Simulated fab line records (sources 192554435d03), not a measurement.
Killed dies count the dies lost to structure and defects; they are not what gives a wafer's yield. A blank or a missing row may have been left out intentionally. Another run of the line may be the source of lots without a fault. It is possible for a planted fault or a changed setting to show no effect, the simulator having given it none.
Lot-split experiment :: flow n5Finfet :: 7 lots, 39 wafers read, on a route of 1938 steps

## SPLIT DETAILS
At N5_SD_EPI_N_ETCH_45 (etches SiOCN in CH3F/O2, target depth 6 nm), the setting targetDepthA was moved away from the recipe's 60 angstrom on 15 of the 39 wafers read, by -56.5% to +54.9%. All remaining wafers had this setting at the recipe value.

The reading comes from the split's own step.

## THE READING
etch.depthNm (the simulator's own value, which no gauge read), in nm, at N5_SD_EPI_N_ETCH_45 (etches SiOCN in CH3F/O2, target depth 6 nm). No usual value for it is given in the file. The 24 wafers here that ran the recipe average 5.961 nm, standard deviation 0.068 nm.

wafer: L075.1
tool, chamber at the split: rieDiel-05, 1
targetDepthA as run, angstrom: 79.35
against the recipe: +32.2%
etch.depthNm, nm: 7.831
against lot-mates on the recipe: +1.938

wafer: L075.2
tool, chamber at the split: rieDiel-05, 3
targetDepthA as run, angstrom: 60
against the recipe: recipe
etch.depthNm, nm: 5.883
against lot-mates on the recipe: -

wafer: L075.3
tool, chamber at the split: rieDiel-05, 0
targetDepthA as run, angstrom: 60
against the recipe: recipe
etch.depthNm, nm: 5.877
against lot-mates on the recipe: -

wafer: L075.4
tool, chamber at the split: rieDiel-05, 2
targetDepthA as run, angstrom: 79.35
against the recipe: +32.2%
etch.depthNm, nm: 7.689
against lot-mates on the recipe: +1.796

wafer: L075.5
tool, chamber at the split: rieDiel-05, 1
targetDepthA as run, angstrom: 60
against the recipe: recipe
etch.depthNm, nm: 5.918
against lot-mates on the recipe: -

wafer: L075.6
tool, chamber at the split: rieDiel-05, 2
targetDepthA as run, angstrom: 79.35
against the recipe: +32.2%
etch.depthNm, nm: 7.704
against lot-mates on the recipe: +1.811

wafer: L079.1
tool, chamber at the split: rieDiel-03, 2
targetDepthA as run, angstrom: 60
against the recipe: recipe
etch.depthNm, nm: 5.922
against lot-mates on the recipe: -

wafer: L079.2
tool, chamber at the split: rieDiel-03, 3
targetDepthA as run, angstrom: 82.89
against the recipe: +38.1%
etch.depthNm, nm: 8.456
against lot-mates on the recipe: +2.435

wafer: L079.3
tool, chamber at the split: rieDiel-03, 1
targetDepthA as run, angstrom: 60
against the recipe: recipe
etch.depthNm, nm: 6.028
against lot-mates on the recipe: -

wafer: L079.4
tool, chamber at the split: rieDiel-03, 3
targetDepthA as run, angstrom: 60
against the recipe: recipe
etch.depthNm, nm: 6.114
against lot-mates on the recipe: -

wafer: L079.5
tool, chamber at the split: rieDiel-03, 2
targetDepthA as run, angstrom: 82.89
against the recipe: +38.1%
etch.depthNm, nm: 8.17
against lot-mates on the recipe: +2.149

wafer: L079.6
tool, chamber at the split: rieDiel-03, 1
targetDepthA as run, angstrom: 82.89
against the recipe: +38.1%
etch.depthNm, nm: 8.356
against lot-mates on the recipe: +2.335

wafer: L082.1
tool, chamber at the split: rieDiel-01, 3
targetDepthA as run, angstrom: 92.91
against the recipe: +54.9%
etch.depthNm, nm: 9.314
against lot-mates on the recipe: +3.413

wafer: L082.2
tool, chamber at the split: rieDiel-01, 1
targetDepthA as run, angstrom: 60
against the recipe: recipe
etch.depthNm, nm: 5.881
against lot-mates on the recipe: -

wafer: L082.3
tool, chamber at the split: rieDiel-01, 0
targetDepthA as run, angstrom: 60
against the recipe: recipe
etch.depthNm, nm: 5.882
against lot-mates on the recipe: -

wafer: L082.4
tool, chamber at the split: rieDiel-01, 1
targetDepthA as run, angstrom: 92.91
against the recipe: +54.9%
etch.depthNm, nm: 9.155
against lot-mates on the recipe: +3.254

wafer: L082.5
tool, chamber at the split: rieDiel-01, 3
targetDepthA as run, angstrom: 60
against the recipe: recipe
etch.depthNm, nm: 5.939
against lot-mates on the recipe: -

wafer: L082.6
tool, chamber at the split: rieDiel-01, 0
targetDepthA as run, angstrom: 92.91
against the recipe: +54.9%
etch.depthNm, nm: 9.089
against lot-mates on the recipe: +3.188

wafer: L084.4
tool, chamber at the split: rieDiel-03, 1
targetDepthA as run, angstrom: 60
against the recipe: recipe
etch.depthNm, nm: 5.982
against lot-mates on the recipe: -

wafer: L084.5
tool, chamber at the split: rieDiel-03, 0
targetDepthA as run, angstrom: 60
against the recipe: recipe
etch.depthNm, nm: 6.077
against lot-mates on the recipe: -

wafer: L084.6
tool, chamber at the split: rieDiel-03, 1
targetDepthA as run, angstrom: 60
against the recipe: recipe
etch.depthNm, nm: 6.033
against lot-mates on the recipe: -

wafer: L085.1
tool, chamber at the split: rieDiel-05, 2
targetDepthA as run, angstrom: 60
against the recipe: recipe
etch.depthNm, nm: 5.93
against lot-mates on the recipe: -

wafer: L085.2
tool, chamber at the split: rieDiel-05, 3
targetDepthA as run, angstrom: 60
against the recipe: recipe
etch.depthNm, nm: 5.957
against lot-mates on the recipe: -

wafer: L085.3
tool, chamber at the split: rieDiel-05, 0
targetDepthA as run, angstrom: 60
against the recipe: recipe
etch.depthNm, nm: 5.904
against lot-mates on the recipe: -

wafer: L085.4
tool, chamber at the split: rieDiel-05, 1
targetDepthA as run, angstrom: 60
against the recipe: recipe
etch.depthNm, nm: 6.078
against lot-mates on the recipe: -

wafer: L085.5
tool, chamber at the split: rieDiel-05, 1
targetDepthA as run, angstrom: 60
against the recipe: recipe
etch.depthNm, nm: 6.025
against lot-mates on the recipe: -

wafer: L085.6
tool, chamber at the split: rieDiel-05, 2
targetDepthA as run, angstrom: 60
against the recipe: recipe
etch.depthNm, nm: 5.936
against lot-mates on the recipe: -

wafer: L087.1
tool, chamber at the split: rieDiel-01, 3
targetDepthA as run, angstrom: 83.69
against the recipe: +39.5%
etch.depthNm, nm: 8.343
against lot-mates on the recipe: +2.422

wafer: L087.2
tool, chamber at the split: rieDiel-01, 1
targetDepthA as run, angstrom: 83.69
against the recipe: +39.5%
etch.depthNm, nm: 8.226
against lot-mates on the recipe: +2.305

wafer: L087.3
tool, chamber at the split: rieDiel-01, 0
targetDepthA as run, angstrom: 83.69
against the recipe: +39.5%
etch.depthNm, nm: 8.212
against lot-mates on the recipe: +2.291

wafer: L087.4
tool, chamber at the split: rieDiel-01, 0
targetDepthA as run, angstrom: 60
against the recipe: recipe
etch.depthNm, nm: 5.896
against lot-mates on the recipe: -

wafer: L087.5
tool, chamber at the split: rieDiel-01, 3
targetDepthA as run, angstrom: 60
against the recipe: recipe
etch.depthNm, nm: 5.971
against lot-mates on the recipe: -

wafer: L087.6
tool, chamber at the split: rieDiel-01, 1
targetDepthA as run, angstrom: 60
against the recipe: recipe
etch.depthNm, nm: 5.895
against lot-mates on the recipe: -

wafer: L096.1
tool, chamber at the split: rieDiel-03, 2
targetDepthA as run, angstrom: 26.1
against the recipe: -56.5%
etch.depthNm, nm: 2.575
against lot-mates on the recipe: -3.401

wafer: L096.2
tool, chamber at the split: rieDiel-03, 1
targetDepthA as run, angstrom: 60
against the recipe: recipe
etch.depthNm, nm: 5.958
against lot-mates on the recipe: -

wafer: L096.3
tool, chamber at the split: rieDiel-03, 0
targetDepthA as run, angstrom: 26.1
against the recipe: -56.5%
etch.depthNm, nm: 2.604
against lot-mates on the recipe: -3.372

wafer: L096.4
tool, chamber at the split: rieDiel-03, 3
targetDepthA as run, angstrom: 60
against the recipe: recipe
etch.depthNm, nm: 6.009
against lot-mates on the recipe: -

wafer: L096.5
tool, chamber at the split: rieDiel-03, 1
targetDepthA as run, angstrom: 26.1
against the recipe: -56.5%
etch.depthNm, nm: 2.587
against lot-mates on the recipe: -3.389

wafer: L096.6
tool, chamber at the split: rieDiel-03, 0
targetDepthA as run, angstrom: 60
against the recipe: recipe
etch.depthNm, nm: 5.96
against lot-mates on the recipe: -

THE FIT
A straight line over all 39 wafers: etch.depthNm changes by +0.0592 nm for each +1% of targetDepthA; r = +1.00; the points scatter about the line by 0.089 nm.
The same after taking each lot's own level away (the mean of its wafers on the recipe; 39 wafers): +0.0597 nm for each +1%; r = +1.00; scatter 0.067 nm.
According to that fit, moving targetDepthA by its largest amount changes the reading by 3.4 nm.
Measured against the standard deviation above, the lots' own levels, which go from 5.8927 to 6.0307 nm, span 2.0 times it.
The two slopes agree, so the slope changes little with the lot-to-lot level.
Check: with one of the wafers moved furthest among these (-56.5%) left out of the fit, the line predicts -3.37 nm for it against its lot-mates. It came out at -3.4 nm against them.

## FURTHER SPLITS ON THESE WAFERS
Note: prior to the reading, these wafers also went through further splits. Each is held against what the fit with the lots' levels taken away leaves over:
other split on the same wafers: N5_FIN_SAQP_SPACER2_ALD_28 targetThkA
wafers away from the commonest value: 9
r with etch.depthNm (lot level and that fit taken away): -0.05

## FILE'S OWN FIT
etch.depthNm changes by +0.0596 nm for each +1% of targetDepthA, r = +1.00.
